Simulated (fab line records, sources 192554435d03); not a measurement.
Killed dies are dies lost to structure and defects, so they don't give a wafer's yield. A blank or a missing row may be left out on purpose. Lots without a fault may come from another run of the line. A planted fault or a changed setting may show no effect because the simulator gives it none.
Split-lot experiment | flow n5_finfet | 7 lots, 21 wafers read, on a route of 1938 steps

THE SPLIT
At N5_BEOL_M14_EXPOSE_07 (exposes mask V13), the setting dose_mj was moved away from the recipe's 57 on 7 of the 21 wafers read, by -3.5% to +2.6%. The other wafers ran this setting at the recipe's value.

FROM THE SPLIT TO THE READING: what the file shows between them, 3 steps
- N5_BEOL_M14_PEB_08: peb time 90 s
- N5_BEOL_M14_DEVELOP_09: develop time 45 s
- N5_BEOL_M14_HARDBAKE_14: time 120 s

THE READING
cd_nm, in nm, at N5_BEOL_M14_CD_MEAS_10 (target cd 250 nm). Fault-free wafers of this fab line usually give 250.2 nm, standard deviation 1.4 nm.

wafer  | tool, chamber at the split | dose_mj as run | against the recipe | cd_nm, nm | against lot-mates on the recipe
L075.1 | krf_scanner-01, 0          | 57             | recipe             | 252.3     | -
L075.3 | krf_scanner-01, 0          | 57             | recipe             | 251.0     | -
L075.6 | krf_scanner-01, 0          | 57             | recipe             | 249.3     | -
L082.2 | krf_scanner-02, 0          | 57             | recipe             | 250.5     | -
L082.4 | krf_scanner-02, 0          | 57             | recipe             | 253.0     | -
L082.6 | krf_scanner-02, 0          | 57             | recipe             | 249.4     | -
L080.1 | krf_scanner-02, 0          | 58.51          | +2.6%              | 258.8     | +10.1
L080.2 | krf_scanner-02, 0          | 57             | recipe             | 248.7     | -
L080.4 | krf_scanner-02, 0          | 58.51          | +2.6%              | 255.6     | +6.9
L091.2 | krf_scanner-01, 0          | 58.43          | +2.5%              | 252.7     | no lot-mate on the recipe
L091.3 | krf_scanner-01, 0          | 58.43          | +2.5%              | 255.7     | no lot-mate on the recipe
L091.4 | krf_scanner-01, 0          | 58.43          | +2.5%              | 256.5     | no lot-mate on the recipe
L097.1 | krf_scanner-01, 0          | 57             | recipe             | 250.7     | -
L097.2 | krf_scanner-01, 0          | 57             | recipe             | 251.0     | -
L097.3 | krf_scanner-01, 0          | 55.02          | -3.5%              | 241.9     | -8.9
L095.2 | krf_scanner-02, 0          | 57             | recipe             | 251.6     | -
L095.3 | krf_scanner-02, 0          | 57             | recipe             | 247.7     | -
L095.4 | krf_scanner-02, 0          | 57             | recipe             | 248.5     | -
L096.1 | krf_scanner-02, 0          | 57             | recipe             | 249.3     | -
L096.4 | krf_scanner-02, 0          | 57             | recipe             | 250.8     | -
L096.5 | krf_scanner-02, 0          | 55.41          | -2.8%              | 244.9     | -5.2

THE FIT
A straight line over all 21 wafers: cd_nm changes by +2.2 nm for each +1% of dose_mj; r = +0.91; the points scatter about the line by 1.6 nm.
The same after taking each lot's own level away (the mean of its wafers on the recipe; 18 wafers): +2.68 nm for each +1%; r = +0.94; scatter 1.5 nm.
On that fit, the largest move of dose_mj shifts the reading by 9.3 nm.
The lots' own levels span 248.70 to 250.97 nm, that is 1.6 times the standard deviation above.
So the lot-to-lot level changes the slope: the two fits differ.
Check: with one of the wafers moved furthest among these (-3.5%) left out of the fit, the line predicts -9.04 nm for it against its lot-mates. It came out at -8.95 nm against them.

OTHER SPLITS ON THESE WAFERS
These wafers also went through other splits before the reading. Each is held against what the fit with the lots' levels taken away leaves over:
other split on the same wafers    | wafers away from the commonest value | r with cd_nm (lot level and that fit taken away)
N5_BEOL_M8_EXPOSE_25 dose_mj      | 7                                    | +0.18
N5_BEOL_M8_VIA_ETCH_34 source_w   | 9                                    | -0.16
N5_BEOL_M11_PECVD_70 time_s       | 6                                    | +0.37
N5_BEOL_M11_COAT_59 temp_c        | 2                                    | +0.20
N5_BEOL_M12_TRENCH_ETCH_34 time_s | 7                                    | +0.19
N5_BEOL_M12_SPUTTER_44 time_s     | 7                                    | +0.22
N5_BEOL_M13_ETCH_68 time_s        | 10                                   | -0.19

THE FILE'S OWN FIT
cd_nm changes by +2.53 nm for each +1% of dose_mj, r = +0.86.
